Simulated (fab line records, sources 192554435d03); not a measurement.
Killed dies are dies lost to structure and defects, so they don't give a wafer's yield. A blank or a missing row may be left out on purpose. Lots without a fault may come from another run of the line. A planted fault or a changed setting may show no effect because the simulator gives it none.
Split-lot experiment | flow n5_finfet | 7 lots, 21 wafers read, on a route of 1938 steps

THE SPLIT
At N5_ZERO_LAYER_PECVD_02 (deposits SiO2 from SiH4/N2O, target thk 10 nm, time 6 s), the setting time_s was moved away from the recipe's 6 s on 7 of the 21 wafers read, by -14.9% to +12.3%. The other wafers ran this setting at the recipe's value.

The reading is taken at the split's own step.

THE READING
SiO2_of_ZERO_LAYER_PECVD_02.thk_nm (the simulator's own value, which no gauge read), in nm, at N5_ZERO_LAYER_PECVD_02 (deposits SiO2 from SiH4/N2O, target thk 10 nm, time 6 s). The file gives no usual value for it. The 14 wafers here that ran the recipe average 9.932 nm, standard deviation 0.14 nm.

wafer  | tool, chamber at the split | time_s as run, s | against the recipe | SiO2_of_ZERO_LAYER_PECVD_02.thk_nm, nm | against lot-mates on the recipe
L078.3 | pecvd-02, 1                | 6                | recipe             | 9.93                                   | -
L078.4 | pecvd-02, 0                | 6                | recipe             | 10.04                                  | -
L078.5 | pecvd-02, 1                | 6                | recipe             | 10.06                                  | -
L079.1 | pecvd-01, 0                | 6                | recipe             | 9.902                                  | -
L079.4 | pecvd-01, 0                | 6                | recipe             | 10.15                                  | -
L079.6 | pecvd-01, 1                | 6                | recipe             | 9.948                                  | -
L082.2 | pecvd-02, 1                | 5.619            | -6.3%              | 9.359                                  | -0.661
L082.3 | pecvd-02, 2                | 6                | recipe             | 10.02                                  | -
L082.6 | pecvd-02, 1                | 5.619            | -6.3%              | 9.554                                  | -0.466
L084.2 | pecvd-02, 0                | 6                | recipe             | 9.628                                  | -
L084.3 | pecvd-02, 1                | 6                | recipe             | 9.733                                  | -
L084.5 | pecvd-02, 1                | 6                | recipe             | 9.895                                  | -
L085.2 | pecvd-01, 0                | 6.74             | +12.3%             | 11.21                                  | +1.284
L085.3 | pecvd-01, 1                | 6.74             | +12.3%             | 10.93                                  | +1.004
L085.6 | pecvd-01, 1                | 6                | recipe             | 9.926                                  | -
L090.1 | pecvd-02, 1                | 6.563            | +9.4%              | 10.73                                  | +0.819
L090.2 | pecvd-02, 2                | 6                | recipe             | 9.771                                  | -
L090.4 | pecvd-02, 1                | 6                | recipe             | 10.05                                  | -
L092.2 | pecvd-01, 2                | 6                | recipe             | 10                                     | -
L092.5 | pecvd-01, 1                | 5.105            | -14.9%             | 8.642                                  | -1.358
L092.6 | pecvd-01, 2                | 5.105            | -14.9%             | 8.736                                  | -1.264

THE FIT
A straight line over all 21 wafers: SiO2_of_ZERO_LAYER_PECVD_02.thk_nm changes by +0.0859 nm for each +1% of time_s; r = +0.98; the points scatter about the line by 0.13 nm.
The same after taking each lot's own level away (the mean of its wafers on the recipe; 21 wafers): +0.0896 nm for each +1%; r = +0.99; scatter 0.099 nm.
On that fit, the largest move of time_s shifts the reading by 1.3 nm.
The lots' own levels span 9.7520 to 10.0200 nm, that is 2.0 times the standard deviation above.
So the lot-to-lot level changes the slope little: the two slopes agree.
Check: with one of the wafers moved furthest among these (-14.9%) left out of the fit, the line predicts -1.32 nm for it against its lot-mates. It came out at -1.36 nm against them.

THE FILE'S OWN FIT
SiO2_of_ZERO_LAYER_PECVD_02.thk_nm changes by +0.0893 nm for each +1% of time_s, r = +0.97.
